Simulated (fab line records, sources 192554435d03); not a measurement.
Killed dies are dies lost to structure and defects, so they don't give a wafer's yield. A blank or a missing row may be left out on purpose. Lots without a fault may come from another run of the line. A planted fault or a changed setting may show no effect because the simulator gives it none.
Which tool did it? | flow n5_finfet | 8 lots, 24 wafers sampled, at 9 steps of a route of 1938

WHAT THE GAUGES READ, wafer by wafer
N5_DUMMY_GATE_OVL_MEAS_16.
lot  | measured    | on         | GATE_OVL (nm)
L931 | day 3 13:01 | overlay-02 | 0.4 0.6 0.7
L936 | day 4 17:50 | overlay-01 | 0.1 0.4 0.8
L941 | day 5 23:44 | overlay-02 | -0.2 -0.7 0.0
L947 | day 7 10:11 | overlay-01 | 0.0 0.4 0.7
L948 | day 7 20:00 | overlay-01 | 0.3 0.3 0.6
L950 | day 8 05:54 | overlay-02 | 0.0 -0.5 -0.5
L951 | day 8 11:28 | overlay-02 | 0.7 0.5 0.9
L952 | day 8 16:50 | overlay-02 | 0.0 0.5 -0.3

N5_DUMMY_GATE_INSPECT_27: inspects for defects (brightfield).
lot  | measured    | on                | raw_defect_count
L931 | day 3 14:29 | defect_inspect-01 | 439 398 305
L936 | day 4 19:24 | defect_inspect-02 | 358 391 303
L941 | day 6 00:59 | defect_inspect-02 | 323 425 351
L947 | day 7 11:25 | defect_inspect-01 | 212 305 363
L948 | day 7 21:15 | defect_inspect-01 | 358 340 307
L950 | day 8 07:08 | defect_inspect-01 | 353 368 161
L951 | day 8 12:59 | defect_inspect-01 | 394 267 231
L952 | day 8 18:04 | defect_inspect-02 | 557 429 379

N5_SPACER0_INSPECT_04: inspects for defects (darkfield).
lot  | measured    | on                | raw_defect_count
L931 | day 3 15:05 | defect_inspect-01 | 179 201 141
L936 | day 4 21:27 | defect_inspect-02 | 166 160 122
L941 | day 6 01:35 | defect_inspect-02 | 155 160 420
L947 | day 7 12:02 | defect_inspect-01 | 112 126 150
L948 | day 7 21:51 | defect_inspect-01 | 161 174 139
L950 | day 8 07:44 | defect_inspect-02 | 163 162 95
L951 | day 8 13:35 | defect_inspect-02 | 171 134 105
L952 | day 8 20:11 | defect_inspect-02 | 223 215 175

N5_SD_EPI_N_INSPECT_11: inspects for defects (macro).
lot  | measured    | on                | raw_defect_count
L931 | day 3 15:32 | defect_inspect-01 | 3 2 1
L936 | day 4 21:56 | defect_inspect-01 | 0 2 1
L941 | day 6 01:55 | defect_inspect-01 | 1 2 268
L947 | day 7 12:29 | defect_inspect-01 | 1 4 1
L948 | day 7 22:18 | defect_inspect-01 | 2 2 1
L950 | day 8 08:04 | defect_inspect-02 | 0 1 2
L951 | day 8 14:03 | defect_inspect-01 | 2 1 0
L952 | day 8 20:30 | defect_inspect-02 | 1 1 5

N5_SD_EPI_N_INSPECT_26: inspects for defects (darkfield).
lot  | measured    | on                | raw_defect_count
L931 | day 3 19:44 | defect_inspect-01 | 239 259 238
L936 | day 5 02:43 | defect_inspect-02 | 220 242 269
L941 | day 6 06:10 | defect_inspect-01 | 207 209 496
L947 | day 7 17:41 | defect_inspect-02 | 191 199 241
L948 | day 8 02:25 | defect_inspect-01 | 254 252 224
L950 | day 8 12:04 | defect_inspect-02 | 252 239 156
L951 | day 8 19:10 | defect_inspect-02 | 259 205 192
L952 | day 9 02:13 | defect_inspect-02 | 286 247 237

N5_SD_EPI_P_INSPECT_26: inspects for defects (darkfield).
lot  | measured    | on                | raw_defect_count
L931 | day 3 23:58 | defect_inspect-01 | 215 194 186
L936 | day 5 06:49 | defect_inspect-01 | 168 167 224
L941 | day 6 10:17 | defect_inspect-02 | 178 221 476
L947 | day 8 00:00 | defect_inspect-01 | 200 182 183
L948 | day 8 08:45 | defect_inspect-02 | 195 180 160
L950 | day 8 18:07 | defect_inspect-02 | 211 234 180
L951 | day 8 23:15 | defect_inspect-02 | 214 144 185
L952 | day 9 06:29 | defect_inspect-02 | 292 218 229

N5_BEOL_M4_RC_MEAS_101.
lot  | measured     | on        | DIBL_N (mV/V)  | DIBL_P (mV/V)  | IOFF_N (nA/um)    | IOFF_P (nA/um) | ION_N (uA/um) | ION_P (uA/um) | SS_N (mV/dec)  | SS_P (mV/dec)  | VT_N (mV)         | VT_P (mV)
L931 | day 8 19:53  | prober-01 | 34.6 35.1 35.3 | 34.8 34.9 35.1 | 0.128 0.132 0.137 | 0.16 0.17 0.17 | 665 662 668   | 455 453 455   | 71.2 71.7 71.2 | 72.0 72.3 71.9 | 251.3 251.7 253.9 | -256 -253 -254
L936 | day 10 18:29 | prober-02 | 37.6 35.8 35.3 | 37.5 34.8 34.3 | 0.184 0.135 0.135 | 0.22 0.17 0.17 | 686 662 664   | 470 449 458   | 71.3 71.1 71.0 | 73.1 72.5 72.0 | 244.6 250.2 251.1 | -247 -251 -251
L941 | day 12 05:26 | prober-01 | 37.2 35.8 36.2 | 37.3 36.4 36.6 | 0.182 0.173 0.173 | 0.25 0.24 0.23 | 680 680 677   | 475 472 465   | 71.3 71.3 71.1 | 73.5 73.9 72.8 | 248.5 249.2 247.7 | -246 -245 -246
L947 | day 13 11:45 | prober-01 | 35.0 35.9 35.8 | 33.2 34.8 34.6 | 0.123 0.141 0.130 | 0.15 0.17 0.17 | 654 665 650   | 443 450 442   | 70.7 71.5 71.2 | 73.8 73.9 73.9 | 256.3 254.5 257.1 | -256 -258 -256
L948 | day 13 12:34 | prober-02 | 35.0 35.4 34.6 | 35.5 36.4 35.6 | 0.126 0.127 0.115 | 0.18 0.19 0.18 | 653 661 658   | 459 460 459   | 70.5 71.3 70.8 | 72.8 73.2 73.1 | 254.0 254.7 254.7 | -251 -251 -252
L950 | day 14 03:20 | prober-02 | 37.2 37.1 35.9 | 37.3 36.7 34.6 | 0.186 0.174 0.154 | 0.26 0.25 0.22 | 691 683 689   | 481 473 474   | 71.4 71.6 70.7 | 74.0 74.1 73.9 | 247.1 249.6 253.2 | -246 -247 -250
L951 | day 13 19:12 | prober-01 | 35.7 37.4 36.5 | 36.1 37.9 36.6 | 0.147 0.182 0.170 | 0.25 0.28 0.26 | 673 675 667   | 469 473 464   | 71.2 71.5 71.8 | 73.3 74.0 73.9 | 249.2 246.1 247.4 | -246 -245 -246
L952 | day 14 19:49 | prober-02 | 38.2 34.8 39.5 | 39.2 34.9 40.7 | 0.187 0.119 0.208 | 0.29 0.20 0.34 | 688 665 685   | 471 470 478   | 71.6 70.4 71.7 | 74.1 72.6 74.1 | 249.0 251.8 247.2 | -242 -248 -243

WHICH TOOL RAN EACH LOT (tool, then ch and the chambers of the sampled wafers, then the start)
lot  | N5_SPACER0_ALD_07                | N5_SD_EPI_N_ETCH_34
L931 | ald_sin-01 ch 0,3, day 3 14:31   | rie_diel-06 ch 0,1, day 3 15:37
L936 | ald_sin-04 ch 0,1, day 4 20:53   | rie_diel-06 ch 0,1, day 4 22:01
L941 | ald_sin-04 ch 0,2,3, day 6 01:01 | rie_diel-01 ch 0,1,2, day 6 02:16
L947 | ald_sin-03 ch 0,2,3, day 7 11:28 | rie_diel-03 ch 2,3, day 7 12:33
L948 | ald_sin-01 ch 0,3, day 7 21:17   | rie_diel-01 ch 0,1,3, day 7 22:22
L950 | ald_sin-04 ch 0,2,3, day 8 07:10 | rie_diel-06 ch 1,2,3, day 8 08:08
L951 | ald_sin-01 ch 2,3, day 8 13:02   | rie_diel-01 ch 0,2, day 8 14:07
L952 | ald_sin-01 ch 0,2,3, day 8 19:37 | rie_diel-03 ch 0,1,3, day 8 20:34
- N5_SPACER0_ALD_07: deposits SiNx, target thk 2 nm.
- N5_SD_EPI_N_ETCH_34: etches SiARC in CF4, target depth 45.5 nm, time 75.8 s.

WHAT THE TOOLS THEMSELVES READ (means of the sampled wafers that have a number; where no wafer has one, the mark that the record gives instead)
N5_SPACER0_ALD_07.
lot  | tool       | chamber_pressure_Torr (Torr) | heater_power_w (W) | susceptor_temp_C (C)
L931 | ald_sin-01 | 2.001                        | 831                | 399.92
L936 | ald_sin-04 | 2.004                        | 900                | 399.99
L941 | ald_sin-04 | 2.003                        | 829                | 399.70
L947 | ald_sin-03 | 1.999                        | 833                | 399.99
L948 | ald_sin-01 | 2.003                        | 827                | 400.21
L950 | ald_sin-04 | 2.002                        | 827                | 400.17
L951 | ald_sin-01 | 2.002                        | 795                | 400.19
L952 | ald_sin-01 | 1.999                        | 815                | 399.94

N5_SD_EPI_N_ETCH_34.
lot  | tool        | drypump_motor_current_A (A) | etch_rf_on_time_s (s) | oes_product_au (a.u.) | rf_vpp_V (V) | showerhead_plenum_p_Torr (Torr) | throttle_valve_pct (%)
L931 | rie_diel-06 | 5.7                         | 75.1                  | 0.70                  | 183.9        | 2.14                            | 15.67
L936 | rie_diel-06 | 5.8                         | 74.8                  | 0.72                  | 183.8        | 2.11                            | 15.73
L941 | rie_diel-01 | 5.6                         | 75.3                  | 0.72                  | 183.4        | 2.17                            | 15.58
L947 | rie_diel-03 | 5.5                         | 76.9                  | 0.66                  | 184.6        | 2.17                            | 15.75
L948 | rie_diel-01 | 5.7                         | 75.2                  | 0.76                  | 183.6        | 2.12                            | 15.40
L950 | rie_diel-06 | 6.0                         | 75.2                  | 0.69                  | 184.3        | 2.13                            | 15.78
L951 | rie_diel-01 | 5.6                         | 74.7                  | 0.71                  | 183.5        | 2.14                            | 15.84
L952 | rie_diel-03 | 5.6                         | 76.8                  | 0.66                  | 184.7        | 2.17                            | 15.69

THE ANSWER, worked out from the rows above alone
Rule: what is usual is taken from the lots themselves. Put in order of their means at a reading, lots are off if they are a third of the lots or fewer, leave a main group of 4 or more, and stand apart from it by a gap of 3 or more times the standard deviation of the main group's means; of several such gaps the widest counts. A main group whose means are all the same, to the digits that the tables above print for the reading, isn't used. A lot without any number at a reading at which 4 lots or more have one is off too. The other lots that the step has rows for count as sound. The gauges are gone through in route order, then the tools' own readings, and for those a lot's mean is taken as printed above. The first step at which some lot is off is used, and at that step the reading that is off furthest; a lot without a number counts as furthest.
Off: L941, at N5_SD_EPI_N_INSPECT_11 (raw_defect_count). The main group: mean 1.6, standard deviation 0.53.
A tool fits if, at a process step before that reading, it ran every lot that is off, and no sound lot after the first of them. The gauges at N5_SD_EPI_N_INSPECT_11 aren't tried: what is off there is off at N5_SD_EPI_P_INSPECT_26 too, on other tools, and a gauge's error can't cause that. None of those tried fits.

WHAT THE SIMULATOR HAD PUT IN
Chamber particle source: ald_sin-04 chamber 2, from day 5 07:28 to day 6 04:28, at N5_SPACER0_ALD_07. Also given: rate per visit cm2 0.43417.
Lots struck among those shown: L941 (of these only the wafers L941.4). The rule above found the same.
